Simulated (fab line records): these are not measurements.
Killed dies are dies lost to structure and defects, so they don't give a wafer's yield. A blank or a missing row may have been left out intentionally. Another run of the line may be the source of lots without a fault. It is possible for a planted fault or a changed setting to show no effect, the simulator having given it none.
Code-filled problem report in 8D (eight disciplines) form + flow n5-finfet + the parts of the form that need people (team, actions taken, sign-off) are left out

## 1. THE ISSUE
VT_N_LONG at N5_BEOL_M4_RC_MEAS_101 reads a mean of 299.8 mV on 1 wafer of 1 lot; wafers without a fault read 274.8 mV with a standard deviation of 1.9. Relative to the usual mean, that is a shift of +13 standard deviations.
Seen first at day 13 03:26 on prober-01, wafer L513.3. The record has a number at this step for 30 wafers belonging to 10 lots. By rule, "out" or "out of limits" means more than 4 standard deviations away from the usual mean. All remaining wafers that have a number are taken as sound.

## 2. WHAT IT IS AND WHAT IT IS NOT
| question                    | is                                                        | is not                                                                                       |
|-----------------------------|-----------------------------------------------------------|----------------------------------------------------------------------------------------------|
| which readings at this step | VT_N_LONG, IOFF_N_LIN, IOFF_N_LONG, ION_N, VT_N, VT_N_LVT | DIBL_N, DIBL_P, IOFF_P, ION_P, SS_N, SS_P                                                    |
| which lots                  | L513                                                      | L502, L503, L505, L506, L514, L519, L520, L522, L523                                         |
| which wafers of those lots  | L513.3                                                    | L513.4, L513.5                                                                               |
| read on which gauges        | prober-01                                                 | prober-02                                                                                    |
| when                        | from day 13 03:26                                         | up to then (14 sound wafers); but 15 sound wafers of L514, L519, L520, L522, L523 came after |

## 3. THE SUSPECTS, EACH WITH WHAT RULES IT OUT
Counting: a tool at a process step up to the reading stays a suspect if it ran every lot that is out. Sound lots after the first of them don't rule it out here, since some wafers of a struck lot are sound.
- the gauge at N5_BEOL_M4_RC_MEAS_101 has been ruled out. All the wafers that are out were read on prober-01, but those of them that N5_PASSIVATION_PROBE_49 has rows for are out there too, on other tools.
- plasma-asher-02 at N5_HKMG_FIN_STRIP_19 (strips in N2/H2, time 360 s): kept. It ran the lot that is out, L513 (day 7 12:52).
- ald-metal-02 at N5_HKMG_FIN_ALD_91 (deposits TiN, target thk 1 nm, pulse time 1 s, purge time 3 s): kept. It ran the lot that is out, L513 (day 7 13:08); its last sound lot up to then is L506 (day 5 17:39).
- plasma-asher-02 at N5_HKMG_FIN_STRIP_69 (strips in N2/H2, time 360 s): kept. It ran the lot that is out, L513 (day 7 15:22); its last sound lot up to then is L506 (day 5 19:25).
- Within ald-metal-02 at N5_HKMG_FIN_ALD_91: the wafers that are out ran in chamber 1; their sound lot-mates ran in chambers 2, 3.
- Within plasma-asher-02 at N5_HKMG_FIN_STRIP_69: the wafers that are out ran in chamber 1; their sound lot-mates ran in chamber 0.
After the count, these remain: plasma-asher-02 at N5_HKMG_FIN_STRIP_19, ald-metal-02 at N5_HKMG_FIN_ALD_91 and plasma-asher-02 at N5_HKMG_FIN_STRIP_69.

## 4. THE CAUSE (what the simulator had put in)
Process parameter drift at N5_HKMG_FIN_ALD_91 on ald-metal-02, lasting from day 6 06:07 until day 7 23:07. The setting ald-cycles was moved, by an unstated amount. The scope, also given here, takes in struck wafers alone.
Counting left 3 suspects, and this tool is among them.

## 5. SEQUENCE OF EFFECTS, ordered by route
Each row: a reading where the mean over the struck wafers with a number is more than 3 standard deviations away from the usual. Readings are gone through only where the record gives a usual standard deviation; hours: the median, over the lots, of the time from a lot's start at the first step in this table giving one to that lot's start at this step; sigmas: the change measured in usual standard deviations.
| hours | step                    | reading          | usual          | on struck wafers | change    | sigmas      |
|-------|-------------------------|------------------|----------------|------------------|-----------|-------------|
| 0     | N5_BEOL_M4_RC_MEAS_101  | IOFF_N           | 0.16 nA/um     | 0.05             | -0.11     | -3.4        |
| 0     | N5_BEOL_M4_RC_MEAS_101  | IOFF_N_85C       | 3.1 nA/um      | 1.2              | -1.9      | -3.6        |
| 0     | N5_BEOL_M4_RC_MEAS_101  | IOFF_N_LIN       | 0.074 nA/um    | 0.024            | -0.050    | -4.2        |
| 0     | N5_BEOL_M4_RC_MEAS_101  | IOFF_N_LONG      | 5.54e-05 nA/um | 3.12e-05         | -2.42e-05 | -9.7        |
| 0     | N5_BEOL_M4_RC_MEAS_101  | ION_N            | 675 uA/um      | 600              | -75       | -6.2        |
| 0     | N5_BEOL_M4_RC_MEAS_101  | VT_N             | 250 mV         | 278              | +28       | +8.5        |
| 0     | N5_BEOL_M4_RC_MEAS_101  | VT_N_LONG        | 274.8 mV       | 299.8            | +25.0     | +13         |
| 0     | N5_BEOL_M4_RC_MEAS_101  | VT_N_LVT         | 99 mV          | 126              | +27       | +8.7        |
| 98    | N5_PASSIVATION_PROBE_49 | sort_bin_8_speed | 0.00 %         | 90.51            | +90.51    | +99 or more |
| 98    | N5_PASSIVATION_PROBE_49 | sort-n-pass      | 1078           | 28               | -1050     | -70         |
| 98    | N5_PASSIVATION_PROBE_49 | sort-yield-pct   | 91.4 %         | 2.4              | -89.0     | -74         |
Here are the process steps it includes:
- N5_PASSIVATION_PROBE_49

## 6. HOW IT WOULD HAVE BEEN CAUGHT EARLIER
Counted from the fault's start at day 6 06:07, it took 165 hours until the first out-of-limits reading at a measuring or inspecting step in this record, taken at day 13 03:26.
No tool reading at N5_HKMG_FIN_ALD_91 that has a usual standard deviation in the record was out on any struck wafer, so an alarm limit of 4 standard deviations on those readings would not have fired.
By day 13 03:26 the whole set of lots that are out, 1 in number, had already begun N5_HKMG_FIN_ALD_91 on ald-metal-02. A hold on the tool at that time would have spared none of them.
